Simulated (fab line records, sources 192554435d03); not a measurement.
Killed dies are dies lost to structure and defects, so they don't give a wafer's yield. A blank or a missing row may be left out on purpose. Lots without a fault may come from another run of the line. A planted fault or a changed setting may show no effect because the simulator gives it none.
Split-lot experiment | flow n5_finfet | 7 lots, 21 wafers read, on a route of 1938 steps

THE SPLIT
At N5_DUMMY_GATE_COAT_28 (time 60 s, resist thk 10 nm), the setting spin_rpm was moved away from the recipe's 1500 rpm on 6 of the 21 wafers read, by -10.7% to +7.5%. The other wafers ran this setting at the recipe's value.

The reading is taken at the split's own step.

THE READING
underlayer_of_DUMMY_GATE_COAT_28.thk_nm (the simulator's own value, which no gauge read), in nm, at N5_DUMMY_GATE_COAT_28 (time 60 s, resist thk 10 nm). The file gives no usual value for it.

wafer  | tool, chamber at the split | spin_rpm as run, rpm | against the recipe | underlayer_of_DUMMY_GATE_COAT_28.thk_nm, nm | against lot-mates on the recipe
L077.1 | litho_track-04, 0          | 1500                 | recipe             | 10                                          | -
L077.2 | litho_track-04, 0          | 1500                 | recipe             | 10                                          | -
L077.6 | litho_track-04, 0          | 1500                 | recipe             | 10                                          | -
L081.2 | litho_track-02, 0          | 1345                 | -10.3%             | 10.6                                        | +0.6
L081.4 | litho_track-02, 0          | 1345                 | -10.3%             | 10.6                                        | +0.6
L081.5 | litho_track-02, 0          | 1500                 | recipe             | 10                                          | -
L083.4 | litho_track-02, 0          | 1500                 | recipe             | 10                                          | -
L083.5 | litho_track-02, 0          | 1500                 | recipe             | 10                                          | -
L083.6 | litho_track-02, 0          | 1500                 | recipe             | 10                                          | -
L084.1 | litho_track-02, 0          | 1500                 | recipe             | 10                                          | -
L084.4 | litho_track-02, 0          | 1500                 | recipe             | 10                                          | -
L084.6 | litho_track-02, 0          | 1613                 | +7.5%              | 9.6                                         | -0.4
L088.1 | litho_track-04, 0          | 1340                 | -10.7%             | 10.6                                        | +0.6
L088.5 | litho_track-04, 0          | 1340                 | -10.7%             | 10.6                                        | +0.6
L088.2 | litho_track-04, 0          | 1500                 | recipe             | 10                                          | -
L090.2 | litho_track-05, 0          | 1500                 | recipe             | 10                                          | -
L090.3 | litho_track-05, 0          | 1500                 | recipe             | 10                                          | -
L090.6 | litho_track-05, 0          | 1500                 | recipe             | 10                                          | -
L092.1 | litho_track-04, 0          | 1348                 | -10.1%             | 10.6                                        | +0.6
L092.4 | litho_track-04, 0          | 1500                 | recipe             | 10                                          | -
L092.5 | litho_track-04, 0          | 1500                 | recipe             | 10                                          | -

THE FIT
A straight line over all 21 wafers: underlayer_of_DUMMY_GATE_COAT_28.thk_nm changes by -0.0569 nm for each +1% of spin_rpm; r = -1.00; the points scatter about the line by 0.0091 nm.
The same after taking each lot's own level away (the mean of its wafers on the recipe; 21 wafers): -0.0569 nm for each +1%; r = -1.00; scatter 0.0091 nm.
On that fit, the largest move of spin_rpm shifts the reading by 0.61 nm.
The lots' own levels span 10.00 to 10.00 nm.
So the lot-to-lot level changes the slope little: the two slopes agree.
Check: with one of the wafers moved furthest among these (-10.7%) left out of the fit, the line predicts +0.612 nm for it against its lot-mates. It came out at +0.6 nm against them.

OTHER SPLITS ON THESE WAFERS
These wafers also went through other splits before the reading. Each is held against what the fit with the lots' levels taken away leaves over:
other split on the same wafers            | wafers away from the commonest value | r with underlayer_of_DUMMY_GATE_COAT_28.thk_nm (lot level and that fit taken away)
N5_WELL_APT_EXPOSE_05 dose_mj             | 6                                    | -0.22
N5_WELL_APT_PEB_06 peb_time_s             | 9                                    | -0.50
N5_PMOS_HMC_CHANNEL_EPI_EXPOSE_06 dose_mj | 10                                   | -0.03
N5_PMOS_HMC_CHANNEL_EPI_PEB_07 peb_time_s | 10                                   | +0.49

THE FILE'S OWN FIT
underlayer_of_DUMMY_GATE_COAT_28.thk_nm changes by -0.0571 nm for each +1% of spin_rpm, r = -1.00.
